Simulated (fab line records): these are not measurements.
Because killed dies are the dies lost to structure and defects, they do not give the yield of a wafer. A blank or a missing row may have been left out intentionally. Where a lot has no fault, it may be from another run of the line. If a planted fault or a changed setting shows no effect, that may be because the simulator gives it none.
Which tool did it? | flow n5Finfet | 11 lots with 30 wafers sampled at 3 steps, on a route of 1938 steps

WHAT THE GAUGES READ, wafer by wafer
N5_BEOL_M11_CD_MEAS_28: the cd target is 70 nm.
lot  | measured     | on       | cdNm (nm)
L616 | day 10 15:53 | cdSem-02 | 71.1 71.2 70.5
L620 | day 12 12:55 | cdSem-03 | 70.3 71.2
L624 | day 12 16:50 | cdSem-03 | 69.3 68.7 67.9
L622 | day 12 19:21 | cdSem-01 | 70.9 71.1 70.1
L627 | day 13 10:34 | cdSem-02 | 69.9 70.1 70.0
L625 | day 13 13:29 | cdSem-01 | 69.2 70.0
L628 | day 13 21:45 | cdSem-03 | 71.5 70.4
L634 | day 15 13:25 | cdSem-03 | 71.3 71.5 70.7
L636 | day 16 07:44 | cdSem-01 | 68.7 70.0 69.3
L638 | day 16 20:29 | cdSem-03 | 70.7 70.7 70.8
L637 | day 16 20:19 | cdSem-03 | 69.5 68.2 69.5

N5_BEOL_M11_INSPECT_30: inspects for defects (brightfield).
lot  | measured     | on               | rawDefectCount
L616 | day 10 15:56 | defectInspect-01 | 387 336 304
L620 | day 12 12:58 | defectInspect-02 | 376 326
L624 | day 12 16:53 | defectInspect-01 | 227 309 455
L622 | day 12 19:24 | defectInspect-02 | 391 527 388
L627 | day 13 10:37 | defectInspect-02 | 561 637 457
L625 | day 13 13:33 | defectInspect-02 | 391 466
L628 | day 13 21:48 | defectInspect-02 | 367 436
L634 | day 15 13:28 | defectInspect-01 | 385 345 222
L636 | day 16 07:48 | defectInspect-02 | 437 484 438
L638 | day 16 20:32 | defectInspect-01 | 393 316 253
L637 | day 16 20:22 | defectInspect-02 | 372 567 421

WHICH TOOL RAN EACH LOT (tool, then ch and the chambers of the sampled wafers, then the start)
lot  | N5_BEOL_M11_DESCUM_16
L616 | rieDiel-04 ch 0,1,2, day 10 14:10
L620 | rieDiel-05 ch 1,3, day 12 10:49
L624 | rieDiel-04 ch 0,3, day 12 15:58
L622 | rieDiel-04 ch 0,2, day 12 17:55
L627 | rieDiel-05 ch 0,3, day 13 05:11
L625 | rieDiel-01 ch 1,3, day 13 11:44
L628 | rieDiel-04 ch 0,3, day 13 20:55
L634 | rieDiel-05 ch 0,1,3, day 15 09:41
L636 | rieDiel-05 ch 1,2, day 16 05:26
L638 | rieDiel-01 ch 0,1,3, day 16 18:36
L637 | rieDiel-04 ch 0,1,3, day 16 18:52
- N5_BEOL_M11_DESCUM_16: chemistry O2, time 7.9 s.

AS READ BY THE TOOLS THEMSELVES (means over the sampled wafers that have a number; for cases with no such wafer, the mark the record gives instead)
N5_BEOL_M11_DESCUM_16.
lot  | tool       | drypumpMotorCurrentA (A) | oesProductAu (a.u.) | rfFwdPowerW (W) | rfVppV (V) | showerheadPlenumPTorr (Torr) | tempC (C) | throttleValvePct (%)
L616 | rieDiel-04 | 6.1                      | 0.85                | 49.44           | 243.2      | 2.12                         | 39.97     | 20.26
L620 | rieDiel-05 | 5.4                      | 0.69                | 49.57           | 243.0      | 2.08                         | 39.90     | 20.44
L624 | rieDiel-04 | 5.8                      | 0.91                | 49.43           | 243.6      | 2.13                         | 39.87     | 20.18
L622 | rieDiel-04 | 5.8                      | 0.90                | 49.28           | 243.4      | 2.11                         | 39.99     | 20.13
L627 | rieDiel-05 | 5.5                      | 0.72                | 49.51           | 242.8      | 2.12                         | 39.96     | 20.54
L625 | rieDiel-01 | 5.6                      | 0.71                | 49.66           | 241.6      | 2.04                         | 39.96     | 20.39
L628 | rieDiel-04 | 5.8                      | 0.89                | 49.37           | 243.6      | 2.12                         | 39.98     | 20.20
L634 | rieDiel-05 | 5.4                      | 0.73                | 49.36           | 244.0      | 2.13                         | 39.92     | 20.46
L636 | rieDiel-05 | 5.4                      | 0.78                | 49.43           | 242.4      | 2.08                         | 40.00     | 20.28
L638 | rieDiel-01 | 5.5                      | 0.71                | 49.43           | 243.1      | 2.05                         | 40.03     | 20.44
L637 | rieDiel-04 | 5.9                      | 0.88                | 49.42           | 243.5      | 2.12                         | 40.05     | 20.26

THE ANSWER, worked out from the rows above alone
Rule: the usual values come from the lots themselves. Put in order of their means at a reading, lots are off if they are a third of the lots or fewer, leave a main group of 4 or more, and stand apart from it by a gap of 3 or more times the standard deviation of the main group's means; of several such gaps the widest counts. The tables above print the reading to a certain number of digits; a main group whose means all agree to those digits is not used. Also off: a lot with no number at a reading for which 4 or more lots have one. Any other lot the step has rows for is counted as sound. After the gauges, taken in route order, come the tools' own readings; for these a lot's mean is taken, as printed above. The first step at which some lot is off is used, and at that step the reading that is off furthest; a lot without a number counts as furthest.
None of the lots is off at any reading shown; this tells nothing.

WHAT THE SIMULATOR HAD INSERTED
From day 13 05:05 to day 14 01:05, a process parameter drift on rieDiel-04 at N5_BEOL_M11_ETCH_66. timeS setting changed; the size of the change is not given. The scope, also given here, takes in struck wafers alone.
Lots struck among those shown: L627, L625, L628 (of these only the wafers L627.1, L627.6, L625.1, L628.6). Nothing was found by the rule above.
